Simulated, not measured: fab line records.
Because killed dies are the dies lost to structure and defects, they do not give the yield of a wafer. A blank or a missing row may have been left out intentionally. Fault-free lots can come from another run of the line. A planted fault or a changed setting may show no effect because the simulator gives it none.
Matching of chambers / flow nand-harc / rie-diel-07 running NHARC_A_CHANNEL_HOLE_D1_ETCH_44: 4 sister chambers
The step etches the open film in CF4/O2, target depth 140 nm, overetch 14 nm, time 77 s. 8 wafers are shown with their chamber, then 9 later ones without.

WAFERS PAIRED WITH THEIR CHAMBERS
wafer=L815.5; chamber=0; drypump-motor-current-A (A)=5.8; run-length-s (s)=98.3
wafer=L817.5; chamber=1; drypump-motor-current-A (A)=6.0; run-length-s (s)=97.8
wafer=L821.1; chamber=2; drypump-motor-current-A (A)=5.5; run-length-s (s)=97.9
wafer=L821.5; chamber=0; drypump-motor-current-A (A)=5.7; run-length-s (s)=98.3
wafer=L821.6; chamber=1; drypump-motor-current-A (A)=5.9; run-length-s (s)=97.5
wafer=L825.2; chamber=2; drypump-motor-current-A (A)=5.5; run-length-s (s)=97.8
wafer=L825.4; chamber=3; drypump-motor-current-A (A)=6.2; run-length-s (s)=98.2
wafer=L825.6; chamber=3; drypump-motor-current-A (A)=6.2; run-length-s (s)=98.2

WAFERS MISSING THEIR CHAMBER
wafer=L826.1; drypump-motor-current-A (A)=5.5; run-length-s (s)=97.8
wafer=L826.2; drypump-motor-current-A (A)=5.9; run-length-s (s)=97.7
wafer=L826.4; drypump-motor-current-A (A)=6.2; run-length-s (s)=98.4
wafer=L831.1; drypump-motor-current-A (A)=5.9; run-length-s (s)=97.6
wafer=L831.2; drypump-motor-current-A (A)=5.7; run-length-s (s)=98.7
wafer=L831.6; drypump-motor-current-A (A)=5.5; run-length-s (s)=97.6
wafer=L832.1; drypump-motor-current-A (A)=5.8; run-length-s (s)=98.9
wafer=L832.2; drypump-motor-current-A (A)=6.2; run-length-s (s)=98.0
wafer=L832.3; drypump-motor-current-A (A)=6.0; run-length-s (s)=98.1

WHICH CHAMBER EACH WENT THROUGH
wafer=L826.1; from the rows above=2; in truth=2
wafer=L826.2; from the rows above=1; in truth=1
wafer=L826.4; from the rows above=3; in truth=3
wafer=L831.1; from the rows above=1; in truth=1
wafer=L831.2; from the rows above=0; in truth=0
wafer=L831.6; from the rows above=2; in truth=2
wafer=L832.1; from the rows above=0; in truth=0
wafer=L832.2; from the rows above=3; in truth=3
wafer=L832.3; from the rows above=can't be placed: 3 or 1 or 0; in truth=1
Placed correctly: 8 of 9. From these rows, 1 cannot be placed; in 1 the true chamber is one of the candidates. 0 placed wrongly.
How it was worked out, from the rows above alone: a wafer's distance from a chamber is the root of the sum, over the readings, of the square of ((its reading less the chamber's mean) divided by the reading's scatter). The wafer belongs to the nearest chamber; if the next one is less than 2 further off, it can't be placed. Each chamber's mean is taken over the wafers shown for it. The scatter: take each reading less its chamber's mean, square it, sum over the shown wafers, divide by the number of wafers less the number of chambers, and take the root.
